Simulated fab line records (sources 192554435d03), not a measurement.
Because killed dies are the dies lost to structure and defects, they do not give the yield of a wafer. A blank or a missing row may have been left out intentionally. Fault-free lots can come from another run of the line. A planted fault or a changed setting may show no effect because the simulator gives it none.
Which of the tools did it? | flow n5 finfet | 24 lots, 72 wafers sampled, at 6 steps of a route of 1938

== WHAT THE GAUGES SHOWED, per wafer ==
N5_ZERO_LAYER_INSPECT_20: inspects for defects (darkfield). Usual: raw defect count at 35, with a standard deviation of 18.
lot  | measured    | on                | raw defect count | flag
L074 | day 1 13:16 | defect inspect-01 | 20 33 34         |
L075 | day 1 19:38 | defect inspect-01 | 30 75 62         |
L076 | day 2 01:34 | defect inspect-02 | 17 13 23         |
L077 | day 2 07:15 | defect inspect-01 | 33 45 31         |
L078 | day 2 13:17 | defect inspect-02 | 13 24 21         |
L079 | day 2 19:24 | defect inspect-02 | 69 63 58         |
L080 | day 3 01:17 | defect inspect-01 | 62 51 75         |
L081 | day 3 07:26 | defect inspect-02 | 10 37 22         |
L082 | day 3 13:23 | defect inspect-02 | 20 31 48         |
L083 | day 3 19:23 | defect inspect-01 | 21 17 31         |
L084 | day 4 01:15 | defect inspect-01 | 46 37 17         |
L085 | day 4 07:16 | defect inspect-02 | 40 18 37         |
L086 | day 4 13:44 | defect inspect-02 | 28 8 18          |
L087 | day 4 19:16 | defect inspect-01 | 44 51 50         |
L088 | day 5 01:25 | defect inspect-02 | 32 25 14         |
L089 | day 5 07:23 | defect inspect-01 | 45 43 38         |
L090 | day 5 13:23 | defect inspect-02 | 56 27 39         |
L091 | day 5 19:23 | defect inspect-01 | 28 37 27         |
L092 | day 6 01:34 | defect inspect-02 | 19 22 21         |
L093 | day 6 07:23 | defect inspect-02 | 19 23 26         |
L094 | day 6 13:31 | defect inspect-02 | 18 25 20         |
L095 | day 6 19:47 | defect inspect-01 | 55 56 101        |
L096 | day 7 01:15 | defect inspect-01 | 20 44 22         |
L097 | day 7 07:41 | defect inspect-02 | 25 41 27         |

N5_PMOS_HMC_CHANNEL_EPI_CD_MEAS_09: the cd target is 237.4 nm. Usual: cd nm at 237.1 nm, with a standard deviation of 0.76.
lot  | measured    | on        | cd nm (nm)        | flag
L074 | day 1 16:52 | cd sem-02 | 236.8 236.9 235.9 |
L075 | day 2 02:12 | cd sem-03 | 236.2 236.9 236.6 |
L076 | day 2 05:14 | cd sem-02 | 237.8 237.5 237.2 |
L077 | day 2 11:26 | cd sem-03 | 237.3 237.3 237.3 |
L078 | day 2 16:54 | cd sem-03 | 237.6 237.9 237.4 |
L079 | day 2 23:10 | cd sem-03 | 237.4 238.1 236.3 |
L080 | day 3 04:59 | cd sem-02 | 237.4 237.6 236.8 |
L081 | day 3 11:22 | cd sem-01 | 236.4 236.4 237.2 |
L082 | day 3 17:11 | cd sem-01 | 236.2 236.6 236.3 |
L083 | day 3 23:10 | cd sem-01 | 237.4 237.0 237.2 |
L084 | day 4 05:00 | cd sem-02 | 237.6 237.3 237.4 |
L085 | day 4 11:47 | cd sem-03 | 237.9 237.8 237.9 |
L086 | day 4 18:42 | cd sem-03 | 236.6 236.4 235.6 |
L087 | day 4 22:51 | cd sem-03 | 236.3 236.3 237.2 |
L088 | day 5 05:14 | cd sem-02 | 236.7 235.8 235.3 |
L089 | day 5 10:58 | cd sem-02 | 237.0 237.3 238.0 |
L090 | day 5 17:12 | cd sem-02 | 238.0 238.2 237.0 |
L091 | day 5 23:30 | cd sem-01 | 237.0 237.2 237.1 |
L092 | day 6 05:38 | cd sem-03 | 235.9 237.6 236.0 |
L093 | day 6 11:25 | cd sem-02 | 237.3 237.8 237.5 |
L094 | day 6 17:23 | cd sem-02 | 237.7 238.6 238.2 |
L095 | day 6 23:26 | cd sem-02 | 237.9 237.1 236.7 |
L096 | day 7 05:30 | cd sem-02 | 237.7 238.0 238.4 |
L097 | day 7 11:40 | cd sem-01 | 237.5 237.4 236.8 |

N5_DUMMY_GATE_CD_MEAS_50: the cd target is 14 nm. Usual: cd nm at 13.9 nm, with a standard deviation of 0.32.
lot  | measured    | on        | cd nm (nm)     | flag
L074 | day 3 01:01 | cd sem-03 | 14.2 13.5 13.8 |
L075 | day 3 08:53 | cd sem-01 | 13.7 14.2 13.8 |
L076 | day 3 10:50 | cd sem-01 | 13.8 13.7 13.5 |
L077 | day 3 18:02 | cd sem-03 | 13.9 14.0 13.9 |
L078 | day 3 22:23 | cd sem-03 | 13.9 13.7 13.5 |
L079 | day 4 04:08 | cd sem-01 | 13.8 13.9 14.4 |
L080 | day 4 15:19 | cd sem-02 | 13.4 13.8 14.2 |
L081 | day 4 17:16 | cd sem-01 | 13.7 13.3 14.4 |
L082 | day 5 01:10 | cd sem-01 | 14.4 13.7 14.5 |
L083 | day 5 10:34 | cd sem-02 | 13.2 13.6 13.7 |
L084 | day 5 09:52 | cd sem-03 | 14.4 14.0 14.1 |
L085 | day 5 20:40 | cd sem-03 | 14.1 14.2 14.1 |
L086 | day 5 23:37 | cd sem-03 | 14.1 14.0 13.7 |
L087 | day 6 05:05 | cd sem-03 | 14.1 13.6 14.8 |
L088 | day 6 13:07 | cd sem-02 | 13.7 14.2 14.0 |
L089 | day 6 16:29 | cd sem-02 | 14.4 13.6 14.3 |
L090 | day 6 21:26 | cd sem-02 | 14.1 13.8 13.6 |
L091 | day 7 04:23 | cd sem-02 | 14.3 13.8 14.1 |
L092 | day 7 10:12 | cd sem-03 | 13.4 13.5 13.7 |
L093 | day 7 19:37 | cd sem-02 | 13.8 13.9 14.2 |
L094 | day 8 03:52 | cd sem-03 | 14.1 13.9 14.2 |
L095 | day 8 05:10 | cd sem-03 | 13.6 13.7 13.9 |
L096 | day 8 19:35 | cd sem-02 | 14.6 14.2 14.2 |
L097 | day 8 23:20 | cd sem-01 | 13.8 14.1 14.1 |

N5_DUMMY_GATE_CD_MEAS_24: the cd target is 15 nm. Usual: cd nm at 15.0 nm, with a standard deviation of 0.31.
lot  | measured    | on        | cd nm (nm)     | flag
L074 | day 3 01:30 | cd sem-02 | 14.9 14.9 14.6 |
L075 | day 3 09:22 | cd sem-01 | 14.5 15.4 15.4 |
L076 | day 3 11:25 | cd sem-02 | 14.2 15.1 14.5 |
L077 | day 3 18:32 | cd sem-03 | 14.6 15.3 15.4 |
L078 | day 3 22:53 | cd sem-03 | 14.5 14.1 14.8 |
L079 | day 4 04:38 | cd sem-03 | 15.1 15.0 15.2 |
L080 | day 4 15:48 | cd sem-01 | 14.8 15.1 15.1 |
L081 | day 4 17:45 | cd sem-02 | 14.9 14.6 15.0 |
L082 | day 5 01:40 | cd sem-02 | 15.3 15.2 15.4 |
L083 | day 5 11:03 | cd sem-03 | 14.8 14.9 15.3 |
L084 | day 5 10:21 | cd sem-02 | 15.2 14.9 15.3 |
L085 | day 5 21:10 | cd sem-03 | 15.2 14.6 15.1 |
L086 | day 6 00:08 | cd sem-03 | 15.4 15.1 14.9 |
L087 | day 6 05:35 | cd sem-02 | 14.9 15.2 15.3 |
L088 | day 6 13:36 | cd sem-02 | 15.0 14.8 14.6 |
L089 | day 6 17:09 | cd sem-03 | 14.7 15.3 14.6 |
L090 | day 6 21:56 | cd sem-02 | 15.0 15.2 14.8 |
L091 | day 7 04:56 | cd sem-03 | 15.2 15.3 15.0 |
L092 | day 7 10:43 | cd sem-01 | 14.8 14.7 15.2 |
L093 | day 7 20:07 | cd sem-02 | 14.9 14.8 15.0 |
L094 | day 8 04:27 | cd sem-01 | 14.7 15.1 14.8 |
L095 | day 8 05:40 | cd sem-03 | 14.6 14.8 14.5 |
L096 | day 8 20:05 | cd sem-01 | 15.4 15.0 15.0 |
L097 | day 8 23:49 | cd sem-02 | 15.0 14.9 14.9 |

== WHAT TOOL EACH LOT RAN ON (gives the tool, then ch and the chambers of the sampled wafers, and finally the start) ==
lot  | N5_FIN_SAQP_SPACER2_ETCHBACK_29   | N5_FIN_CUT_CUT_ETCH_15
L074 | rie diel-02 ch 0,1,2, day 2 02:43 | rie si-04 ch 2,3, day 2 04:41
L075 | rie diel-05 ch 2,3, day 2 10:31   | rie si-06 ch 1,2,3, day 2 12:43
L076 | rie diel-05 ch 0,2,3, day 2 13:34 | rie si-04 ch 0,2,3, day 2 15:28
L077 | rie diel-06 ch 0,1,2, day 2 20:15 | rie si-04 ch 1,2,3, day 2 22:13
L078 | rie diel-02 ch 1,2,3, day 3 00:47 | rie si-06 ch 0,1, day 3 03:05
L079 | rie diel-05 ch 1,2,3, day 3 07:28 | rie si-06 ch 0,1,3, day 3 09:27
L080 | rie diel-05 ch 1,2,3, day 3 14:59 | rie si-06 ch 0,1,3, day 3 16:50
L081 | rie diel-02 ch 0,3, day 3 19:28   | rie si-04 ch 0,1, day 3 21:17
L082 | rie diel-02 ch 0,2,3, day 4 01:21 | rie si-04 ch 0,1,2, day 4 03:19
L083 | rie diel-06 ch 2,3, day 4 07:08   | rie si-06 ch 0,1,2, day 4 08:59
L084 | rie diel-06 ch 0,2,3, day 4 13:19 | rie si-06 ch 0,2,3, day 4 15:09
L085 | rie diel-06 ch 0,2,3, day 5 00:04 | rie si-02 ch 1,2,3, day 5 02:04
L086 | rie diel-05 ch 0,1,2, day 5 02:54 | rie si-04 ch 0,1,3, day 5 04:52
L087 | rie diel-02 ch 2,3, day 5 06:57   | rie si-06 ch 0,1,3, day 5 10:19
L088 | rie diel-06 ch 2,3, day 5 15:25   | rie si-02 ch 1,2, day 5 17:34
L089 | rie diel-05 ch 0,2,3, day 5 19:09 | rie si-04 ch 0,2,3, day 5 21:17
L090 | rie diel-06 ch 1,2,3, day 6 01:23 | rie si-06 ch 0,1,3, day 6 03:16
L091 | rie diel-05 ch 2,3, day 6 08:12   | rie si-02 ch 0,1,3, day 6 10:02
L092 | rie diel-02 ch 0,1, day 6 13:42   | rie si-04 ch 0,2, day 6 15:40
L093 | rie diel-06 ch 1,3, day 6 19:13   | rie si-06 ch 1,3, day 6 21:03
L094 | rie diel-02 ch 0,3, day 7 03:13   | rie si-06 ch 0,3, day 7 05:20
L095 | rie diel-02 ch 2,3, day 7 08:17   | rie si-04 ch 0,1,3, day 7 10:15
L096 | rie diel-06 ch 0,1, day 7 13:33   | rie si-02 ch 0,2,3, day 7 15:23
L097 | rie diel-05 ch 1,3, day 7 20:32   | rie si-04 ch 0,1,2, day 7 23:16
- N5_FIN_SAQP_SPACER2_ETCHBACK_29: etches SiO2 in CHF3/O2, target depth 12.2 nm, time 6.1 s.
- N5_FIN_CUT_CUT_ETCH_15: etches Si in HBr/Cl2/O2, target depth 100 nm, bt time 10 s, time 42.4 s.

== WHAT THE TOOLS THEMSELVES READ (means of the sampled wafers that have a number; where no wafer has one, the mark that the record gives instead) ==
N5_FIN_SAQP_SPACER2_ETCHBACK_29. Usual: drypump motor current A 5.8 A, standard deviation 0.39; oes product au 0.76 a.u., standard deviation 0.08; rf fwd power W 645.9 W, standard deviation 2.5; rf vpp V 524 V, standard deviation 5.1; showerhead plenum p Torr 2.38 Torr, standard deviation 0.063; throttle valve pct 19.00 %, standard deviation 0.22.
lot  | tool        | drypump motor current A (A) | oes product au (a.u.) | rf fwd power W (W) | rf vpp V (V) | showerhead plenum p Torr (Torr) | throttle valve pct (%) | flag
L074 | rie diel-02 | 5.7                         | 0.76                  | 649.1              | 524          | 2.38                            | 19.02                  |
L075 | rie diel-05 | 6.1                         | 0.72                  | 646.0              | 520          | 2.46                            | 19.10                  |
L076 | rie diel-05 | 5.9                         | 0.80                  | 645.3              | 520          | 2.42                            | 18.92                  |
L077 | rie diel-06 | 5.9                         | 0.72                  | 646.4              | 527          | 2.39                            | 18.96                  |
L078 | rie diel-02 | 5.7                         | 0.76                  | 647.1              | 524          | 2.38                            | 19.16                  |
L079 | rie diel-05 | 5.7                         | 0.72                  | 646.1              | 522          | 2.42                            | 19.04                  |
L080 | rie diel-05 | 5.7                         | 0.72                  | 647.1              | 522          | 2.42                            | 19.05                  |
L081 | rie diel-02 | 6.0                         | 0.73                  | 646.5              | 520          | 2.31                            | 19.25                  |
L082 | rie diel-02 | 6.1                         | 0.75                  | 646.7              | 525          | 2.37                            | 19.22                  |
L083 | rie diel-06 | 6.1                         | 0.76                  | 649.7              | 523          | 2.35                            | 18.92                  |
L084 | rie diel-06 | 6.0                         | 0.72                  | 648.1              | 525          | 2.36                            | 18.97                  |
L085 | rie diel-06 | 6.0                         | 0.71                  | 647.4              | 525          | 2.36                            | 18.98                  |
L086 | rie diel-05 | 5.6                         | 0.75                  | 646.1              | 524          | 2.40                            | 18.99                  |
L087 | rie diel-02 | 6.1                         | 0.76                  | 646.8              | 530          | 2.44                            | 19.34                  |
L088 | rie diel-06 | 6.0                         | 0.71                  | 646.4              | 523          | 2.36                            | 18.88                  |
L089 | rie diel-05 | 5.9                         | 0.77                  | 644.4              | 520          | 2.41                            | 18.97                  |
L090 | rie diel-06 | 6.0                         | 0.74                  | 645.6              | 525          | 2.37                            | 18.96                  |
L091 | rie diel-05 | 5.9                         | 0.71                  | 645.5              | 518          | 2.42                            | 19.06                  |
L092 | rie diel-02 | 5.3                         | 0.72                  | 645.9              | 519          | 2.30                            | 18.92                  |
L093 | rie diel-06 | 6.1                         | 0.76                  | 647.4              | 525          | 2.35                            | 19.02                  |
L094 | rie diel-02 | 6.0                         | 0.71                  | 647.0              | 520          | 2.30                            | 19.15                  |
L095 | rie diel-02 | 6.1                         | 0.73                  | 646.8              | 525          | 2.37                            | 19.40                  |
L096 | rie diel-06 | 5.9                         | 0.89                  | 644.4              | 528          | 2.37                            | 18.84                  |
L097 | rie diel-05 | 5.5                         | 0.79                  | 645.4              | 519          | 2.38                            | 18.88                  |

N5_FIN_CUT_CUT_ETCH_15. Usual: drypump motor current A 5.6 A, standard deviation 0.33; oes product au 0.997 a.u., standard deviation 0.012; throttle valve pct 37.23 %, standard deviation 0.24.
lot  | tool      | drypump motor current A (A) | oes product au (a.u.) | throttle valve pct (%) | flag
L074 | rie si-04 | 5.5                         | 0.992                 | 37.31                  |
L075 | rie si-06 | 5.5                         | 1.002                 | 37.29                  |
L076 | rie si-04 | 5.6                         | 0.990                 | 37.37                  |
L077 | rie si-04 | 5.3                         | 0.990                 | 37.28                  |
L078 | rie si-06 | 5.7                         | 1.010                 | 36.93                  |
L079 | rie si-06 | 5.7                         | 0.991                 | 37.13                  |
L080 | rie si-06 | 5.7                         | 0.993                 | 37.12                  |
L081 | rie si-04 | 5.2                         | 0.987                 | 37.37                  |
L082 | rie si-04 | 5.4                         | 0.994                 | 37.38                  |
L083 | rie si-06 | 5.7                         | 1.007                 | 37.15                  |
L084 | rie si-06 | 5.6                         | 0.995                 | 37.35                  |
L085 | rie si-02 | 5.6                         | 1.001                 | 37.14                  |
L086 | rie si-04 | 5.5                         | 0.986                 | 37.36                  |
L087 | rie si-06 | 5.7                         | 0.993                 | 37.13                  |
L088 | rie si-02 | 5.5                         | 0.997                 | 37.22                  |
L089 | rie si-04 | 5.6                         | 0.986                 | 37.37                  |
L090 | rie si-06 | 5.7                         | 0.998                 | 37.12                  |
L091 | rie si-02 | 5.9                         | 1.005                 | 36.93                  |
L092 | rie si-04 | 5.6                         | 0.992                 | 37.45                  |
L093 | rie si-06 | 5.5                         | 0.994                 | 37.28                  |
L094 | rie si-06 | 5.8                         | 0.989                 | 37.17                  |
L095 | rie si-04 | 5.5                         | 0.989                 | 37.35                  |
L096 | rie si-02 | 5.9                         | 1.009                 | 37.10                  |
L097 | rie si-04 | 5.4                         | 0.988                 | 37.38                  |

== THE ANSWER, worked out from the rows above alone ==
Rule: lot off if the mean of its wafers having a number is beyond 3 standard deviations from the usual mean. Also off: a lot with no number at a reading for which 4 or more lots have one. Any other lot the step has rows for is counted as sound. Order of review: gauges by route order, followed by the tools' own readings, for which a lot's mean as printed above is used. At the first step where some lot is off, the reading lying furthest off is the one used; lots without a number count as furthest.
No lot is off at any reading shown: from this, nothing can be told.

== WHAT HAD BEEN PUT IN BY THE SIMULATOR ==
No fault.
